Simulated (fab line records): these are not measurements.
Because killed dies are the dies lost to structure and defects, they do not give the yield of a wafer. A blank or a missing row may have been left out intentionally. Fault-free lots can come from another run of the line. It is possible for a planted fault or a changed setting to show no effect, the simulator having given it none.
Split-lot trial ; flow n5_finfet ; route with 1938 steps; 7 lots, 39 wafers read

== ON THE SPLIT ==
At N5_DUMMY_GATE_ETCH_32 (etches SiO2 in CF4, target depth 3.5 nm, time 3.9 s), the setting time_s was moved away from the recipe's 3.9 s on 15 of the 39 wafers read, by -20.9% to +23.9%. The other wafers ran this setting at the recipe's value.

The split's own step is where the reading is taken.

== THE READING ==
etch.depth_nm (the simulator's own value, which no gauge read), in nm, at N5_DUMMY_GATE_ETCH_32 (etches SiO2 in CF4, target depth 3.5 nm, time 3.9 s). The file gives no usual value for it. Here, 24 wafers ran the recipe; their average is 3.509 nm with a standard deviation of 0.055 nm.

wafer;tool, chamber at the split;time_s as run, s;against the recipe;etch.depth_nm, nm;against lot-mates on the recipe
L078.1;rie_si-05, 3;3.9;recipe;3.588;-
L078.2;rie_si-05, 2;3.9;recipe;3.468;-
L078.3;rie_si-05, 1;3.9;recipe;3.486;-
L078.4;rie_si-05, 0;3.9;recipe;3.591;-
L078.5;rie_si-05, 0;3.9;recipe;3.574;-
L078.6;rie_si-05, 1;3.9;recipe;3.509;-
L080.1;rie_si-02, 0;4.337;+11.2%;3.85;+0.327
L080.2;rie_si-02, 1;3.9;recipe;3.498;-
L080.3;rie_si-02, 2;3.9;recipe;3.539;-
L080.4;rie_si-02, 3;3.9;recipe;3.531;-
L080.5;rie_si-02, 2;4.337;+11.2%;3.905;+0.382
L080.6;rie_si-02, 1;4.337;+11.2%;3.87;+0.347
L082.1;rie_si-05, 3;4.492;+15.2%;4.152;+0.598
L082.2;rie_si-05, 1;4.492;+15.2%;4.02;+0.466
L082.3;rie_si-05, 2;3.9;recipe;3.456;-
L082.4;rie_si-05, 0;4.492;+15.2%;4.139;+0.585
L082.5;rie_si-05, 3;3.9;recipe;3.615;-
L082.6;rie_si-05, 0;3.9;recipe;3.59;-
L083.1;rie_si-04, 0;3.9;recipe;3.444;-
L083.2;rie_si-04, 1;3.9;recipe;3.516;-
L083.3;rie_si-04, 3;4.833;+23.9%;4.345;+0.879
L083.4;rie_si-04, 2;4.833;+23.9%;4.306;+0.840
L083.5;rie_si-04, 1;4.833;+23.9%;4.4;+0.934
L083.6;rie_si-04, 0;3.9;recipe;3.438;-
L086.1;rie_si-05, 2;3.49;-10.5%;3.061;-0.464
L086.2;rie_si-05, 1;3.49;-10.5%;3.147;-0.378
L086.3;rie_si-05, 3;3.9;recipe;3.546;-
L086.4;rie_si-05, 0;3.9;recipe;3.502;-
L086.5;rie_si-05, 3;3.49;-10.5%;3.17;-0.355
L086.6;rie_si-05, 0;3.9;recipe;3.527;-
L087.1;rie_si-02, 1;3.9;recipe;3.437;-
L087.2;rie_si-02, 2;3.083;-20.9%;2.763;-0.676
L087.3;rie_si-02, 0;3.9;recipe;3.415;-
L087.4;rie_si-02, 3;3.9;recipe;3.466;-
L087.5;rie_si-02, 1;3.083;-20.9%;2.716;-0.723
L087.6;rie_si-02, 0;3.083;-20.9%;2.693;-0.746
L093.1;rie_si-02, 1;3.9;recipe;3.478;-
L093.5;rie_si-02, 0;3.9;recipe;3.458;-
L093.6;rie_si-02, 3;3.9;recipe;3.54;-

FIT RESULTS
A straight line over all 39 wafers: etch.depth_nm changes by +0.0364 nm for each +1% of time_s; r = +0.99; the points scatter about the line by 0.055 nm.
The same after taking each lot's own level away (the mean of its wafers on the recipe; 39 wafers): +0.0356 nm for each +1%; r = +0.99; scatter 0.047 nm.
That fit puts the effect of the largest move of time_s on the reading at 0.85 nm.
Across the lots, their own levels run from 3.4393 to 3.5537 nm, a range of 2.1 times the standard deviation given above.
So the lot-to-lot level changes the slope little: the two slopes agree.
Check: with one of the wafers moved furthest among these (+23.9%) left out of the fit, the line predicts +0.848 nm for it against its lot-mates. It came out at +0.879 nm against them.

== THE FILE'S OWN FIT ==
etch.depth_nm changes by +0.0356 nm for each +1% of time_s, r = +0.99.
